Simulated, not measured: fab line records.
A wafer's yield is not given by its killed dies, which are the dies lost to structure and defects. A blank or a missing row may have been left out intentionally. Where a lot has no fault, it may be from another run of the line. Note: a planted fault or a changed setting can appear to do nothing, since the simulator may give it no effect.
A struck lot beside a sound one ; flow n5 finfet ; 16 out of 1938 route steps
Sound: the wafers L748.2, L748.3, L748.4. Struck: wafer L744.6; the same lot's L744.2 was not struck, so it is left out; see the end for the cause.
For every step that has rows: the tool of each side, followed by ch and its chambers, followed by its first start. Under that, the readings that differ: sound wafers ; struck wafers ; difference of the means ; sigmas: that difference in standard deviations of wafers without a fault.
alike: a reading whose means differ by less than 2 such deviations, as well as words and numbers matching on both sides. not compared: withheld readings; readings where some wafer has no value; bounds like >300 that might hide an equal value; numbers whose values overlap and for which the record gives no deviation.
A row with sigmas, a row that says differs or no value, or rows on one side alone: a step with any of these is where the two part. Non-overlapping numbers with no deviation appear without sigmas and do not part them. Lack of a reading on every wafer of one side parts them only where that side has two or more wafers.

first, 4 steps without rows for these wafers: N5_BEOL_M2_SOFTBAKE_23 (time 60 s); N5_BEOL_M2_EXPOSE_25 (exposes mask V1, defocus 5 nm); N5_BEOL_M2_PEB_26 (peb time 60 s); N5_BEOL_M2_DEVELOP_27 (develop time 30 s).
N5_BEOL_M2_CD_MEAS_28: target cd 26.2 nm, target cd y 24.1 nm.
  sound on cd sem-03 ch 0, day 12 18:21; struck on cd sem-02 ch 0, day 11 09:29
  alike: cd nm
N5_BEOL_M2_OVL_MEAS_29:
  sound on overlay-01 ch 0, day 12 18:23; struck on overlay-02 ch 0, day 11 09:31
  alike: V1_OVL
N5_BEOL_M2_INSPECT_30: inspects for defects (brightfield).
  sound: defect inspect-02 at day 12 18:26; struck: defect inspect-01 at day 11 09:34
  alike: raw defect count
N5_BEOL_M2_DESCUM_33: chemistry O2, time 7 s.
  sound on rie diel-02 ch 0,2,3, day 12 18:34; struck on rie diel-03 ch 0, day 11 09:37
  alike: bias power w, drypump motor current A, o2 flow sccm, oes product au, rf vpp V, showerhead plenum p Torr, throttle valve pct
  not compared: rf hours counter h
N5_BEOL_M2_ETCH_77: etches underlayer in N2/H2, target depth 6.5 nm, time 5.2 s.
  sound on rie diel-02 ch 0,2,3, day 12 18:36; struck on rie diel-03 ch 0, day 11 09:39
reading;sound;struck;difference;sigmas
bias w (W);150.3 149.5 150.4;151.1;+1.0;+2
throttle valve pct (%);18.00 17.58 17.89;17.34;-0.48;-2
  alike: drypump motor current A, etch rf on time s, h2 flow sccm, oes product au, rf vpp V, showerhead plenum p Torr
  not compared: rf hours counter h
N5_BEOL_M2_ETCH_69: etches SiARC in CF4, target depth 15.6 nm, time 26 s.
  sound on rie diel-02 ch 0,2,3, day 12 18:37; struck on rie diel-03 ch 0, day 11 09:40
reading;sound;struck;difference;sigmas
throttle valve pct (%);15.80 15.27 15.68;15.10;-0.48;-2
  alike: bias w, drypump motor current A, etch rf on time s, oes product au, rf vpp V, showerhead plenum p Torr
  not compared: rf hours counter h
N5_BEOL_M2_ALD_98: deposits SiO2, target thk 2.5 nm, pulse time 1 s, co reactant pulse time 1 s.
  sound on ald sin-02 ch 0,1,2, day 12 18:42; struck on ald sin-03 ch 1, day 11 09:45
  alike: heater power w, precursor pulse height rel
N5_BEOL_M2_ETCHBACK_99: etches SiO2 in CHF3, target depth 5 nm, time 10.4 s.
  sound on rie diel-02 ch 0,1,3, day 12 19:44; struck on rie diel-03 ch 1, day 11 10:25
  alike: CHF3_flow_sccm, bias w, drypump motor current A, oes product au, rf vpp V, showerhead plenum p Torr, throttle valve pct
  not compared: rf hours counter h
N5_BEOL_M2_ETCH_70: etches SOC in N2/H2, target depth 80 nm, overetch 24 nm, time 130 s.
  sound on rie diel-02 ch 0,1,3, day 12 19:47; struck on rie diel-03 ch 1, day 11 10:27
reading;sound;struck;difference;sigmas
model.SiARC_of_BEOL_M2_COAT_68.thk nm (nm);6 5.8 5.8;7.6;+1.7;
  alike: bias w, drypump motor current A, h2 flow sccm, oes product au, rf vpp V, showerhead plenum p Torr, throttle valve pct
  not compared: rf hours counter h
then, 1 step without rows for these wafers: N5_BEOL_M2_STRIP_71 (strips in N2/H2).
N5_BEOL_M4_RC_MEAS_101:
  sound on prober-02 ch 0, day 14 02:47; struck on prober-01 ch 0, day 12 18:51
reading;sound;struck;difference;sigmas
DIBL_N (mV/V);36.5 38.1 35.9;34.4;-2.4;-2
IOFF_N (nA/um);0.168 0.196 0.140;0.112;-0.056;-2
SS_P (mV/dec);73.5 74.1 73.5;72.4;-1.3;-2
VT_N (mV);247.5 246.7 252.1;257.3;+8.5;+3
VT_P (mV);-250 -246 -250;-256;-7;-2
  alike: DIBL_P, IOFF_P, ION_N, ION_P, SS_N
following that, these wafers have no rows for 1 step: N5_PASSIVATION_PROBE_49.

## WHERE THEY PART
Last at N5_BEOL_M4_RC_MEAS_101 as far as this record goes, first at N5_BEOL_M2_ETCH_77.

WHY: what had been put in by the simulator
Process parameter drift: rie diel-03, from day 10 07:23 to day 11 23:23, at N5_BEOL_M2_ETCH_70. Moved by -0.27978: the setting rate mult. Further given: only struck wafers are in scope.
